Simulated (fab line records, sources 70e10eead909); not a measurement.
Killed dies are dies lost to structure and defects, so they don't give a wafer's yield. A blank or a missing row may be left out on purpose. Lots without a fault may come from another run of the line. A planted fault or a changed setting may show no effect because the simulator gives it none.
Which tool did it? | flow nand_harc | 24 lots, 72 wafers sampled, at 5 steps of a route of 1302

WHAT THE GAUGES READ, wafer by wafer
NHARC_A_SGD_CUT_INSPECT_11.
lot  | measured     | on                | raw_defect_count
L074 | day 19 09:23 | defect_inspect-02 | 100 116 105
L075 | day 19 09:47 | defect_inspect-02 | 59 68 55
L076 | day 20 00:16 | defect_inspect-01 | 52 63 56
L077 | day 20 09:34 | defect_inspect-02 | 64 68 80
L078 | day 20 09:56 | defect_inspect-01 | 113 116 105
L080 | day 20 21:34 | defect_inspect-02 | 15 19 14
L079 | day 20 22:05 | defect_inspect-01 | 102 126 132
L081 | day 21 17:03 | defect_inspect-01 | 103 105 116
L082 | day 22 23:34 | defect_inspect-02 | 135 122 124
L083 | day 23 01:17 | defect_inspect-02 | 41 41 36
L084 | day 23 10:58 | defect_inspect-01 | 20 21 18
L085 | day 23 20:25 | defect_inspect-02 | 32 39 29
L086 | day 23 19:22 | defect_inspect-02 | 16 15 20
L087 | day 25 01:33 | defect_inspect-02 | 42 43 32
L088 | day 25 00:35 | defect_inspect-02 | 11 14 17
L090 | day 26 10:59 | defect_inspect-01 | 23 31 21
L089 | day 26 13:49 | defect_inspect-02 | 102 78 89
L091 | day 26 19:32 | defect_inspect-01 | 15 20 16
L093 | day 27 02:59 | defect_inspect-02 | 89 76 96
L092 | day 27 04:29 | defect_inspect-02 | 21 21 22
L094 | day 27 03:17 | defect_inspect-01 | 23 20 24
L096 | day 28 09:08 | defect_inspect-02 | 59 47 41
L097 | day 28 08:59 | defect_inspect-01 | 28 20 28
L095 | day 28 13:19 | defect_inspect-02 | 36 41 30

WHICH TOOL RAN EACH LOT (tool, then ch and the chambers of the sampled wafers, then the start)
lot  | NHARC_A_STAIRCASE_STRIP_254          | NHARC_A_STAIRCASE_DESCUM_270       | NHARC_A_STAIRCASE_HM_DEP_459  | NHARC_A_STAIRCASE_ETCH_313
L074 | plasma_asher-02 ch 0,1, day 16 01:11 | rie_diel-03 ch 0,3, day 16 05:45   | acl_dep-02 ch 0, day 16 13:14 | rie_diel-13 ch 1,3, day 17 02:30
L075 | plasma_asher-02 ch 0,1, day 16 16:05 | rie_diel-12 ch 1,3, day 16 21:49   | acl_dep-03 ch 0, day 17 00:50 | rie_diel-12 ch 0,2, day 17 13:09
L076 | plasma_asher-01 ch 0,1, day 16 16:16 | rie_diel-03 ch 0,1,3, day 16 22:31 | acl_dep-02 ch 0, day 17 02:59 | rie_diel-03 ch 0,3, day 17 16:04
L077 | plasma_asher-02 ch 0,1, day 17 10:29 | rie_diel-13 ch 0,1,3, day 17 16:21 | acl_dep-02 ch 0, day 17 19:29 | rie_diel-12 ch 1,2,3, day 18 05:34
L078 | plasma_asher-02 ch 0,1, day 17 12:28 | rie_diel-12 ch 0,2, day 17 17:59   | acl_dep-03 ch 0, day 18 00:23 | rie_diel-12 ch 0,2,3, day 18 07:55
L080 | plasma_asher-01 ch 1, day 18 02:20   | rie_diel-13 ch 0,2,3, day 18 06:28 | acl_dep-02 ch 0, day 18 09:53 | rie_diel-12 ch 1,2, day 18 17:34
L079 | plasma_asher-02 ch 0,1, day 18 03:58 | rie_diel-03 ch 1,2,3, day 18 07:31 | acl_dep-03 ch 0, day 18 11:31 | rie_diel-03 ch 0,2,3, day 18 19:20
L081 | plasma_asher-01 ch 0,1, day 18 19:28 | rie_diel-03 ch 0,1, day 19 00:57   | acl_dep-01 ch 0, day 19 04:00 | rie_diel-13 ch 0,2,3, day 19 12:50
L082 | plasma_asher-01 ch 0,1, day 19 17:10 | rie_diel-12 ch 1,2,3, day 20 00:18 | acl_dep-01 ch 0, day 20 05:23 | rie_diel-13 ch 0,2, day 20 13:14
L083 | plasma_asher-01 ch 0,1, day 19 18:46 | rie_diel-12 ch 0,1,2, day 20 02:13 | acl_dep-03 ch 0, day 20 06:07 | rie_diel-03 ch 0,2, day 20 15:22
L084 | plasma_asher-02 ch 0,1, day 20 14:40 | rie_diel-13 ch 0,1,3, day 20 18:26 | acl_dep-01 ch 0, day 20 21:46 | rie_diel-03 ch 1,2,3, day 21 07:13
L085 | plasma_asher-02 ch 0,1, day 20 19:34 | rie_diel-03 ch 2,3, day 20 23:24   | acl_dep-02 ch 0, day 21 02:44 | rie_diel-12 ch 1,2,3, day 21 12:45
L086 | plasma_asher-01 ch 0,1, day 20 23:17 | rie_diel-13 ch 0,1,3, day 21 02:55 | acl_dep-02 ch 0, day 21 08:17 | rie_diel-12 ch 1,3, day 21 18:50
L087 | plasma_asher-02 ch 0,1, day 22 00:16 | rie_diel-12 ch 0,1,2, day 22 04:53 | acl_dep-03 ch 0, day 22 08:36 | rie_diel-03 ch 0,1, day 22 18:48
L088 | plasma_asher-02 ch 0,1, day 22 03:03 | rie_diel-03 ch 0,2,3, day 22 07:10 | acl_dep-03 ch 0, day 22 10:26 | rie_diel-03 ch 0,1,3, day 22 18:54
L090 | plasma_asher-02 ch 0,1, day 23 07:41 | rie_diel-03 ch 0,1,2, day 23 13:27 | acl_dep-01 ch 0, day 23 17:26 | rie_diel-13 ch 0,1, day 24 01:28
L089 | plasma_asher-01 ch 0,1, day 23 07:51 | rie_diel-03 ch 2,3, day 23 13:40   | acl_dep-03 ch 0, day 23 18:40 | rie_diel-12 ch 0,2,3, day 24 03:29
L091 | plasma_asher-01 ch 0,1, day 23 11:43 | rie_diel-12 ch 0,1,3, day 23 18:17 | acl_dep-01 ch 0, day 23 22:34 | rie_diel-12 ch 1,2,3, day 24 11:00
L093 | plasma_asher-02 ch 0,1, day 24 01:10 | rie_diel-13 ch 2,3, day 24 05:06   | acl_dep-01 ch 0, day 24 12:47 | rie_diel-03 ch 0,1, day 24 20:59
L092 | plasma_asher-02 ch 0, day 24 04:44   | rie_diel-12 ch 0,2, day 24 13:15   | acl_dep-02 ch 0, day 24 16:16 | rie_diel-13 ch 0,1,2, day 25 00:36
L094 | plasma_asher-01 ch 1, day 24 10:04   | rie_diel-13 ch 0,1,2, day 24 17:04 | acl_dep-03 ch 0, day 24 20:51 | rie_diel-12 ch 1,2, day 25 04:36
L096 | plasma_asher-02 ch 0,1, day 25 09:57 | rie_diel-03 ch 1,3, day 25 14:14   | acl_dep-01 ch 0, day 25 18:07 | rie_diel-12 ch 1,2,3, day 26 02:10
L097 | plasma_asher-02 ch 0,1, day 25 10:34 | rie_diel-12 ch 1,2,3, day 25 15:56 | acl_dep-03 ch 0, day 25 21:25 | rie_diel-13 ch 0,1,3, day 26 05:07
L095 | plasma_asher-02 ch 0,1, day 25 13:12 | rie_diel-13 ch 0,2, day 25 17:52   | acl_dep-03 ch 0, day 25 22:58 | rie_diel-12 ch 0,1,3, day 26 12:33
- NHARC_A_STAIRCASE_STRIP_254: strips in O2.
- NHARC_A_STAIRCASE_DESCUM_270: chemistry O2, time 3 s.
- NHARC_A_STAIRCASE_HM_DEP_459: deposits aC, target thk 1500 nm.
- NHARC_A_STAIRCASE_ETCH_313: etches the open film in CF4/CHF3.

WHAT THE TOOLS THEMSELVES READ (means of the sampled wafers that have a number; where no wafer has one, the mark that the record gives instead)
NHARC_A_STAIRCASE_STRIP_254.
lot  | tool            | drypump_motor_current_A (A) | heater_power_w (W) | temp_c (C)
L074 | plasma_asher-02 | 5.7                         | 359                | 249.85
L075 | plasma_asher-02 | 5.7                         | 361                | 249.78
L076 | plasma_asher-01 | 6.0                         | 317                | 249.78
L077 | plasma_asher-02 | 5.7                         | 364                | 250.05
L078 | plasma_asher-02 | 5.3                         | 352                | 250.08
L080 | plasma_asher-01 | 5.4                         | 412                | 249.99
L079 | plasma_asher-02 | 5.3                         | 353                | 250.00
L081 | plasma_asher-01 | 5.7                         | 364                | 250.22
L082 | plasma_asher-01 | 5.7                         | 363                | 250.07
L083 | plasma_asher-01 | 5.9                         | 319                | 250.05
L084 | plasma_asher-02 | 5.7                         | 362                | 249.97
L085 | plasma_asher-02 | 5.3                         | 352                | 249.98
L086 | plasma_asher-01 | 6.0                         | 318                | 250.00
L087 | plasma_asher-02 | 5.3                         | 357                | 249.98
L088 | plasma_asher-02 | 5.7                         | 354                | 250.10
L090 | plasma_asher-02 | 5.3                         | 355                | 249.96
L089 | plasma_asher-01 | 6.0                         | 323                | 250.08
L091 | plasma_asher-01 | 5.7                         | 368                | 250.16
L093 | plasma_asher-02 | 5.3                         | 357                | 249.90
L092 | plasma_asher-02 | 6.0                         | 361                | 249.95
L094 | plasma_asher-01 | 5.4                         | 410                | 250.01
L096 | plasma_asher-02 | 5.7                         | 354                | 250.04
L097 | plasma_asher-02 | 5.7                         | 357                | 249.92
L095 | plasma_asher-02 | 5.3                         | 356                | 249.83

NHARC_A_STAIRCASE_DESCUM_270.
lot  | tool        | drypump_motor_current_A (A) | oes_product_au (a.u.) | rf_vpp_V (V) | showerhead_plenum_p_Torr (Torr) | throttle_valve_pct (%)
L074 | rie_diel-03 | 6.0                         | 1.007                 | 57.4         | 1.98                            | 11.317
L075 | rie_diel-12 | 5.7                         | 1.010                 | 57.7         | 1.90                            | 11.303
L076 | rie_diel-03 | 6.1                         | 1.011                 | 58.5         | 1.89                            | 11.305
L077 | rie_diel-13 | 6.1                         | 1.001                 | 57.6         | 1.94                            | 11.310
L078 | rie_diel-12 | 5.6                         | 1.010                 | 57.5         | 1.90                            | 11.307
L080 | rie_diel-13 | 6.1                         | 0.994                 | 58.0         | 1.88                            | 11.304
L079 | rie_diel-03 | 6.0                         | 0.993                 | 58.3         | 1.87                            | 11.312
L081 | rie_diel-03 | 6.2                         | 1.000                 | 57.9         | 1.79                            | 11.314
L082 | rie_diel-12 | 5.6                         | 1.005                 | 57.6         | 1.87                            | 11.312
L083 | rie_diel-12 | 5.7                         | 0.998                 | 57.5         | 1.88                            | 11.309
L084 | rie_diel-13 | 6.1                         | 0.989                 | 57.9         | 1.93                            | 11.298
L085 | rie_diel-03 | 6.0                         | 0.995                 | 58.6         | 1.88                            | 11.303
L086 | rie_diel-13 | 6.1                         | 0.996                 | 57.7         | 1.93                            | 11.314
L087 | rie_diel-12 | 5.7                         | 0.996                 | 57.2         | 1.87                            | 11.318
L088 | rie_diel-03 | 6.0                         | 1.002                 | 57.6         | 1.90                            | 11.311
L090 | rie_diel-03 | 6.1                         | 1.013                 | 57.5         | 1.91                            | 11.309
L089 | rie_diel-03 | 5.9                         | 0.992                 | 58.2         | 1.94                            | 11.311
L091 | rie_diel-12 | 5.8                         | 0.996                 | 57.5         | 1.90                            | 11.306
L093 | rie_diel-13 | 6.2                         | 0.996                 | 57.4         | 1.95                            | 11.312
L092 | rie_diel-12 | 5.6                         | 0.987                 | 58.0         | 1.88                            | 11.306
L094 | rie_diel-13 | 6.4                         | 1.005                 | 57.7         | 1.96                            | 11.305
L096 | rie_diel-03 | 6.0                         | 1.007                 | 57.6         | 2.02                            | 11.316
L097 | rie_diel-12 | 5.6                         | 0.993                 | 56.4         | 1.85                            | 11.315
L095 | rie_diel-13 | 6.4                         | 1.010                 | 58.2         | 1.90                            | 11.313

NHARC_A_STAIRCASE_HM_DEP_459.
lot  | tool       | throttle_valve_pct (%)
L074 | acl_dep-02 | 34.998
L075 | acl_dep-03 | 34.988
L076 | acl_dep-02 | 35.000
L077 | acl_dep-02 | 35.008
L078 | acl_dep-03 | 34.999
L080 | acl_dep-02 | 34.991
L079 | acl_dep-03 | 35.008
L081 | acl_dep-01 | 35.002
L082 | acl_dep-01 | 35.009
L083 | acl_dep-03 | 35.004
L084 | acl_dep-01 | 34.990
L085 | acl_dep-02 | 35.004
L086 | acl_dep-02 | 35.001
L087 | acl_dep-03 | 35.004
L088 | acl_dep-03 | 35.005
L090 | acl_dep-01 | 35.007
L089 | acl_dep-03 | 34.995
L091 | acl_dep-01 | 34.999
L093 | acl_dep-01 | 34.997
L092 | acl_dep-02 | 34.997
L094 | acl_dep-03 | 35.001
L096 | acl_dep-01 | 35.001
L097 | acl_dep-03 | 35.009
L095 | acl_dep-03 | 34.996

NHARC_A_STAIRCASE_ETCH_313.
lot  | tool        | drypump_motor_current_A (A) | oes_product_au (a.u.) | rf_vpp_V (V) | showerhead_plenum_p_Torr (Torr) | throttle_valve_pct (%)
L074 | rie_diel-13 | 6.1                         | 0.960                 | 372.0        | 1.62                            | 16.803
L075 | rie_diel-12 | 5.8                         | 0.933                 | 370.6        | 1.59                            | 16.807
L076 | rie_diel-03 | 6.1                         | 0.938                 | 370.9        | 1.58                            | 16.793
L077 | rie_diel-12 | 5.6                         | 0.935                 | 369.3        | 1.54                            | 16.803
L078 | rie_diel-12 | 5.7                         | 0.938                 | 370.5        | 1.58                            | 16.806
L080 | rie_diel-12 | 5.5                         | 0.949                 | 369.2        | 1.52                            | 16.791
L079 | rie_diel-03 | 6.0                         | 0.931                 | 370.8        | 1.56                            | 16.807
L081 | rie_diel-13 | 6.1                         | 0.971                 | 370.5        | 1.55                            | 16.805
L082 | rie_diel-13 | 6.4                         | 0.923                 | 370.8        | 1.59                            | 16.802
L083 | rie_diel-03 | 6.0                         | 0.940                 | 369.1        | 1.51                            | 16.799
L084 | rie_diel-03 | 6.0                         | 0.963                 | 372.6        | 1.62                            | 16.810
L085 | rie_diel-12 | 5.6                         | 0.917                 | 369.3        | 1.54                            | 16.804
L086 | rie_diel-12 | 5.7                         | 0.922                 | 368.8        | 1.52                            | 16.802
L087 | rie_diel-03 | 6.1                         | 0.936                 | 373.5        | 1.64                            | 16.802
L088 | rie_diel-03 | 6.1                         | 0.930                 | 372.1        | 1.63                            | 16.802
L090 | rie_diel-13 | 6.3                         | 0.937                 | 372.0        | 1.63                            | 16.809
L089 | rie_diel-12 | 5.7                         | 0.917                 | 369.9        | 1.57                            | 16.807
L091 | rie_diel-12 | 5.6                         | 0.924                 | 368.6        | 1.53                            | 16.801
L093 | rie_diel-03 | 6.2                         | 0.928                 | 371.1        | 1.58                            | 16.811
L092 | rie_diel-13 | 6.4                         | 0.936                 | 371.8        | 1.61                            | 16.803
L094 | rie_diel-12 | 5.5                         | 0.912                 | 368.5        | 1.51                            | 16.795
L096 | rie_diel-12 | 5.6                         | 0.922                 | 368.4        | 1.53                            | 16.806
L097 | rie_diel-13 | 6.1                         | 0.925                 | 373.9        | 1.66                            | 16.803
L095 | rie_diel-12 | 5.8                         | 0.917                 | 369.0        | 1.56                            | 16.796

THE ANSWER, worked out from the rows above alone
Rule: what is usual is taken from the lots themselves. Put in order of their means at a reading, lots are off if they are a third of the lots or fewer, leave a main group of 4 or more, and stand apart from it by a gap of 3 or more times the standard deviation of the main group's means; of several such gaps the widest counts. A main group whose means are all the same, to the digits that the tables above print for the reading, isn't used. A lot without any number at a reading at which 4 lots or more have one is off too. The other lots that the step has rows for count as sound. The gauges are gone through in route order, then the tools' own readings, and for those a lot's mean is taken as printed above. The first step at which some lot is off is used, and at that step the reading that is off furthest; a lot without a number counts as furthest.
No lot is off at any reading shown: from this, nothing can be told.

WHAT THE SIMULATOR HAD PUT IN
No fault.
